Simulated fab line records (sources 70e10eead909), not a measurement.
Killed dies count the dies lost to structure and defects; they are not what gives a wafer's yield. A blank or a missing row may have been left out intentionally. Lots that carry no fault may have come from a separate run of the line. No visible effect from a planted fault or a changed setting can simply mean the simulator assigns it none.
fab line records -- flow nandHarc -- part 2 of 2: steps 23 to 36 of 36
record lots=5, wafers=15, lastDay=33
route steps=1302 shown A_CONTACT@1006
lots untouched by any fault: they come from a run of this same line in which no faults occurred
startH: the number of hours between the record's first day and the start of the first shown wafer of the lot -- waitH: how many hours have passed since the lot's step before this one -- " same as the row above -- L1.1+2: one row covering several wafers at once -- - either no value or no given start -- * or withheld: withheld -- < > ~ a bound
route shown NAME@n: names a module that has steps shown in the file, with the first one's number in the route -- usual: the fault-free wafers' mean and standard deviation -- same: alike in all rows -- chamber/n: place in a boat -- sites: readings site by site -- _std_site: their standard deviation -- _edge_site: inner sites' mean taken away from outer sites' mean -- radiusMm: how far each site lies from the wafer's centre -- mask NAME#n: copy n -- behind: the tool/chamber that last shaped the wafer -- hold: cause of the lot's hold/its duration in hours/its outcome -- device: the n, p or np transistor that did not switch -- end of line: the same wafers' tests at the end of the route -- step lacking rows: just its recipe -- killed: count of dies lost to structure and defects at first sort (not the wafer's yield) -- map: a wafer's dies, x killed, . not, _ none there
set.NAME: setting as actually run; set.NAME@STEP: the setting as run at that earlier step -- model.NAME: the simulator's own value behind a step, which no gauge read
lots seen at some steps along the route; tables by step, rows by wafer
services: from which hour (startH, from the record's first day; less than 0 if before it) a tool's chamber was out of use, for how many hours, and why
## steps
# step NHARC_A_CONTACT_DEP_58
# recipe targetThkA=900, targetThkNm=90, tempC=400, pressureTorr=3.5, flowSccm=200, rfW=350, material=SiON
# usual heaterPowerOuterW=438/68, heaterPowerW=735/96, susceptorTempC=399.98/0.23
lot.wafer,tool,chamber,startH,waitH,heaterPowerOuterW,heaterPowerW,susceptorTempC
L074.3,pecvd-03,0,490.80,1.6,543,910,399.96
L074.2,pecvd-03,2,490.80,1.6,497,770,400.04
L074.4,pecvd-03,1,490.80,1.6,365,640,400.02
L080.1,pecvd-02,2,554.75,2.7,446,667,400.04
L080.3,pecvd-02,0,554.75,2.7,372,605,400.07
L080.6,pecvd-02,0,554.75,2.7,372,637,399.92
L083.3,pecvd-01,0,602.25,1.9,442,728,400.04
L083.2,pecvd-01,1,602.25,1.9,453,755,399.80
L083.4,pecvd-01,2,602.25,1.9,417,724,399.86
L095.1,pecvd-02,2,710.43,2.8,459,665,399.98
L095.5,pecvd-02,0,710.43,2.8,403,674,400.28
L095.4,pecvd-02,1,710.43,2.8,405,752,399.74
L096.1,pecvd-02,2,718.84,2.7,379,604,399.93
L096.2,pecvd-02,1,718.84,2.7,386,714,400.14
L096.5,pecvd-02,0,718.84,2.7,375,637,400.11
# step NHARC_A_CONTACT_DEHYDRATE_59
# recipe tempC=150, timeS=120
# same timeS=120
lot.wafer,tool,chamber,startH,waitH
L074.2+3+4,lithoTrack-01,0,491.07,0.2
L080.1+3+6,lithoTrack-01,0,555.02,0.2
L083.2+3+4,lithoTrack-04,0,602.49,0.2
L095.1+4+5,lithoTrack-04,0,710.64,0.2
L096.1+2+5,lithoTrack-06,0,719.11,0.2
# step NHARC_A_CONTACT_HMDS_60
# recipe timeS=30
# same timeS=30
lot.wafer,tool,chamber,startH,waitH
L074.2+3+4,lithoTrack-01,0,-,-
L080.1+3+6,lithoTrack-01,0,-,-
L083.2+3+4,lithoTrack-04,0,-,-
L095.1+4+5,lithoTrack-04,0,-,-
L096.1+2+5,lithoTrack-06,0,-,-
# step NHARC_A_CONTACT_COAT_61
# recipe tempC=260, timeS=75
# same timeS=75
lot.wafer,tool,chamber,startH,waitH
L074.2+3+4,lithoTrack-01,0,-,-
L080.1+3+6,lithoTrack-01,0,-,-
L083.2+3+4,lithoTrack-04,0,-,-
L095.1+4+5,lithoTrack-04,0,-,-
L096.1+2+5,lithoTrack-06,0,-,-
# step NHARC_A_CONTACT_COAT_62
# recipe tempC=225, timeS=65
# same timeS=65
lot.wafer,tool,chamber,startH,waitH
L074.2+3+4,lithoTrack-01,0,-,-
L080.1+3+6,lithoTrack-01,0,-,-
L083.2+3+4,lithoTrack-04,0,-,-
L095.1+4+5,lithoTrack-04,0,-,-
L096.1+2+5,lithoTrack-06,0,-,-
# step NHARC_A_CONTACT_COAT_63
# recipe spinRpm=1500, resistThkNm=90
lot.wafer,tool,chamber,startH,waitH
L074.2+3+4,lithoTrack-01,0,-,-
L080.1+3+6,lithoTrack-01,0,-,-
L083.2+3+4,lithoTrack-04,0,-,-
L095.1+4+5,lithoTrack-04,0,-,-
L096.1+2+5,lithoTrack-06,0,-,-
# step NHARC_A_CONTACT_SOFTBAKE_64
# recipe tempC=105, timeS=55
# same timeS=55
lot.wafer,tool,chamber,startH,waitH
L074.2+3+4,lithoTrack-01,0,-,-
L080.1+3+6,lithoTrack-01,0,-,-
L083.2+3+4,lithoTrack-04,0,-,-
L095.1+4+5,lithoTrack-04,0,-,-
L096.1+2+5,lithoTrack-06,0,-,-
# step NHARC_A_CONTACT_EBR_65
lot.wafer,tool,chamber,startH,waitH
L074.2+3+4,lithoTrack-01,0,-,-
L080.1+3+6,lithoTrack-01,0,-,-
L083.2+3+4,lithoTrack-04,0,-,-
L095.1+4+5,lithoTrack-04,0,-,-
L096.1+2+5,lithoTrack-06,0,-,-
# step NHARC_A_CONTACT_EXPOSE_66
# recipe na=1.35, sigmaOuter=0.8, doseMj=59.02, maskId=A_CC_2
# usual reticleTempC=23.03/0.11
lot.wafer,tool,chamber,startH,waitH,mask,reticleTempC
L074.2,arfiScanner-02,0,491.39,-,A_CC_2#0,23.15
L074.3,arfiScanner-02,0,491.39,-,A_CC_2#0,23.09
L074.4,arfiScanner-02,0,491.39,-,A_CC_2#0,23.07
L080.1,arfiScanner-02,0,555.21,-,A_CC_2#0,23.08
L080.3,arfiScanner-02,0,555.21,-,A_CC_2#0,22.98
L080.6,arfiScanner-02,0,555.21,-,A_CC_2#0,23.06
L083.2,arfiScanner-01,0,602.81,-,A_CC_2#0,23.10
L083.3,arfiScanner-01,0,602.81,-,A_CC_2#0,22.95
L083.4,arfiScanner-01,0,602.81,-,A_CC_2#0,23.03
L095.1,arfiScanner-01,0,710.95,-,A_CC_2#0,23.04
L095.4,arfiScanner-01,0,710.95,-,A_CC_2#0,22.96
L095.5,arfiScanner-01,0,710.95,-,A_CC_2#0,23.03
L096.1,arfiScanner-02,0,719.42,-,A_CC_2#0,23.32
L096.2,arfiScanner-02,0,719.42,-,A_CC_2#0,23.19
L096.5,arfiScanner-02,0,719.42,-,A_CC_2#0,23.24
# step NHARC_A_CONTACT_PEB_67
# recipe pebTempC=100, pebTimeS=65
lot.wafer,tool,chamber,startH,waitH
L074.2+3+4,lithoTrack-01,0,491.44,0.1
L080.1+3+6,lithoTrack-06,0,555.27,0.1
L083.2+3+4,lithoTrack-01,0,602.86,0.1
L095.1+4+5,lithoTrack-04,0,711.01,0.1
L096.1+2+5,lithoTrack-01,0,719.48,0.1
# step NHARC_A_CONTACT_DEVELOP_68
# recipe developTimeS=35, devTempC=23
# same developTimeS=35
lot.wafer,tool,chamber,startH,waitH
L074.2+3+4,lithoTrack-01,0,-,-
L080.1+3+6,lithoTrack-06,0,-,-
L083.2+3+4,lithoTrack-01,0,-,-
L095.1+4+5,lithoTrack-04,0,-,-
L096.1+2+5,lithoTrack-01,0,-,-
# step NHARC_A_CONTACT_CD_MEAS_69
# recipe targetCdNm=300, landingEnergyEv=500
# usual cdNm=299.7/0.66
lot.wafer,tool,chamber,startH,waitH,cdNm
L074.2,cdSem-01,0,491.52,-,299.7
L074.3,cdSem-01,0,491.52,-,298.8
L074.4,cdSem-01,0,491.52,-,299.0
L080.1,cdSem-02,0,555.34,-,300.7
L080.3,cdSem-02,0,555.34,-,299.8
L080.6,cdSem-02,0,555.34,-,300.5
L083.2,cdSem-01,0,602.94,-,300.3
L083.3,cdSem-01,0,602.94,-,299.5
L083.4,cdSem-01,0,602.94,-,299.3
L095.1,cdSem-02,0,711.09,-,299.6
L095.4,cdSem-02,0,711.09,-,299.5
L095.5,cdSem-02,0,711.09,-,300.2
L096.1,cdSem-01,0,719.56,-,300.0
L096.2,cdSem-01,0,719.56,-,299.5
L096.5,cdSem-01,0,719.56,-,299.2
# step NHARC_A_CONTACT_OVL_MEAS_70
# usual overlayXNm=-0.1/0.84, overlayYNm=0.1/0.87
lot.wafer,tool,chamber,startH,waitH,overlayXNm,overlayYNm
L074.2,overlay-01,-,491.61,-,-0.7,1.1
L074.3,overlay-01,-,491.61,-,-0.1,1.5
L074.4,overlay-01,-,491.61,-,-0.4,1.0
L080.1,overlay-02,-,555.43,-,1.2,-1.1
L080.3,overlay-02,-,555.43,-,0.9,-0.6
L080.6,overlay-02,-,555.43,-,1.2,-0.9
L083.2,overlay-01,-,603.03,-,0.4,-0.8
L083.3,overlay-01,-,603.03,-,0.0,-1.0
L083.4,overlay-01,-,603.03,-,-0.1,-1.2
L095.1,overlay-01,-,711.18,-,1.1,0.4
L095.4,overlay-01,-,711.18,-,0.4,-0.5
L095.5,overlay-01,-,711.18,-,0.6,-0.3
L096.1,overlay-02,-,719.65,-,0.1,1.1
L096.2,overlay-02,-,719.65,-,-0.1,0.5
L096.5,overlay-02,-,719.65,-,-0.1,0.6
# step NHARC_A_CONTACT_INSPECT_71
# usual rawDefectCount=88/39
lot.wafer,tool,chamber,startH,waitH,rawDefectCount
L074.2,defectInspect-01,-,491.65,0.0,133
L074.3,defectInspect-01,-,491.65,0.0,150
L074.4,defectInspect-01,-,491.65,0.0,146
L080.1,defectInspect-02,-,555.47,0.0,82
L080.3,defectInspect-02,-,555.47,0.0,76
L080.6,defectInspect-02,-,555.47,0.0,72
L083.2,defectInspect-02,-,603.07,0.0,156
L083.3,defectInspect-02,-,603.07,0.0,135
L083.4,defectInspect-02,-,603.07,0.0,128
L095.1,defectInspect-01,-,711.22,0.0,37
L095.4,defectInspect-01,-,711.22,0.0,40
L095.5,defectInspect-01,-,711.22,0.0,43
L096.1,defectInspect-02,-,719.68,0.0,55
L096.2,defectInspect-02,-,719.68,0.0,64
L096.5,defectInspect-02,-,719.68,0.0,67
## services
tool,chamber,startH,hours,kind
pecvd-02,-,461.10,3.1,repair
rieDiel-12,0,467.53,6.4,repair
rieDiel-12,2,471.53,4.4,repair
rieDiel-12,0,479.83,3.0,repair
rieDiel-10,1,482.68,6.5,repair
arfiScanner-02,-,484.00,4.0,pm
harCapEtch-01,-,497.00,17.0,pm
lithoTrack-01,-,505.00,7.0,pm
lithoTrack-06,-,529.00,7.0,pm
rieDiel-10,2,543.91,4.8,repair
lithoTrack-04,-,553.00,7.0,pm
harCapEtch-03,-,556.03,13.1,repair
rieDiel-05,-,561.39,0.7,repair
rieDiel-05,1,576.02,10.6,repair
rieDiel-05,-,587.51,9.0,pm
rieDiel-10,-,598.86,9.0,pm
rieDiel-12,-,622.40,9.0,pm
rieDiel-05,-,622.42,1.1,repair
rieDiel-12,2,632.62,14.1,repair
rieDiel-10,0,635.75,1.2,repair
lithoTrack-01,-,680.00,7.0,pm
harCapEtch-02,-,690.62,11.0,repair
rieDiel-10,1,698.98,18.1,repair
lithoTrack-06,-,704.00,7.0,pm
